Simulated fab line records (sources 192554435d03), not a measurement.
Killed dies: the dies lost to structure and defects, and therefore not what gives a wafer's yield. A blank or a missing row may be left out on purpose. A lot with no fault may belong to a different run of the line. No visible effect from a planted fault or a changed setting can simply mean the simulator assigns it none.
Matching of chambers || flow n5_finfet || N5_BEOL_M2_DESCUM_16 on rie_diel-01: 4 sister chambers
The step chemistry O2, time 7 s. 4 wafers are shown with their chamber, then 9 later ones without.

EACH WAFER AND ITS CHAMBER
{"wafer": "L077.5", "chamber": 3, "showerhead_plenum_p_Torr (Torr)": 1.98}
{"wafer": "L082.2", "chamber": 0, "showerhead_plenum_p_Torr (Torr)": 2.04}
{"wafer": "L082.3", "chamber": 2, "showerhead_plenum_p_Torr (Torr)": 2.05}
{"wafer": "L082.4", "chamber": 1, "showerhead_plenum_p_Torr (Torr)": 2.13}

WAFERS WITH NO CHAMBER GIVEN
{"wafer": "L085.3", "showerhead_plenum_p_Torr (Torr)": 2.05}
{"wafer": "L085.4", "showerhead_plenum_p_Torr (Torr)": 2.24}
{"wafer": "L085.6", "showerhead_plenum_p_Torr (Torr)": 2.04}
{"wafer": "L095.2", "showerhead_plenum_p_Torr (Torr)": 2.12}
{"wafer": "L095.5", "showerhead_plenum_p_Torr (Torr)": 2.03}
{"wafer": "L095.6", "showerhead_plenum_p_Torr (Torr)": 2.12}
{"wafer": "L096.2", "showerhead_plenum_p_Torr (Torr)": 2.23}
{"wafer": "L096.3", "showerhead_plenum_p_Torr (Torr)": 2.04}
{"wafer": "L096.5", "showerhead_plenum_p_Torr (Torr)": 2.03}

WHICH CHAMBER EACH ONE RAN IN
{"wafer": "L085.3", "from the rows above": "can't be placed: 2 or 0 or 3 or 1", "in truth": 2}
{"wafer": "L085.4", "from the rows above": "can't be placed: 1 or 2 or 0", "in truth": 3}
{"wafer": "L085.6", "from the rows above": "can't be placed: 0 or 2 or 3 or 1", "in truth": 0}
{"wafer": "L095.2", "from the rows above": "can't be placed: 1 or 2 or 0", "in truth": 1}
{"wafer": "L095.5", "from the rows above": "can't be placed: 0 or 2 or 3 or 1", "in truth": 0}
{"wafer": "L095.6", "from the rows above": "can't be placed: 1 or 2 or 0", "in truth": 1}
{"wafer": "L096.2", "from the rows above": "can't be placed: 1 or 2 or 0", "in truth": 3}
{"wafer": "L096.3", "from the rows above": "can't be placed: 0 or 2 or 3 or 1", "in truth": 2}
{"wafer": "L096.5", "from the rows above": "can't be placed: 0 or 2 or 3 or 1", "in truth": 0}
Correctly placed: 0 of 9. These rows do not allow placing 9 (true chamber among the candidates in 7). Wrongly placed: 0.
How it was worked out, from the rows above alone: a wafer's distance from a chamber is the root of the sum, over the readings, of the square of ((its reading less the chamber's mean) divided by the reading's scatter). If the next closest chamber is less than 2 further off than the closest, the wafer can't be placed; otherwise it belongs to the closest. The mean given for a chamber averages the wafers shown for that chamber. The scatter: root of mean squared gap, hidden wafer to nearest shown wafer, with one shown wafer a chamber.
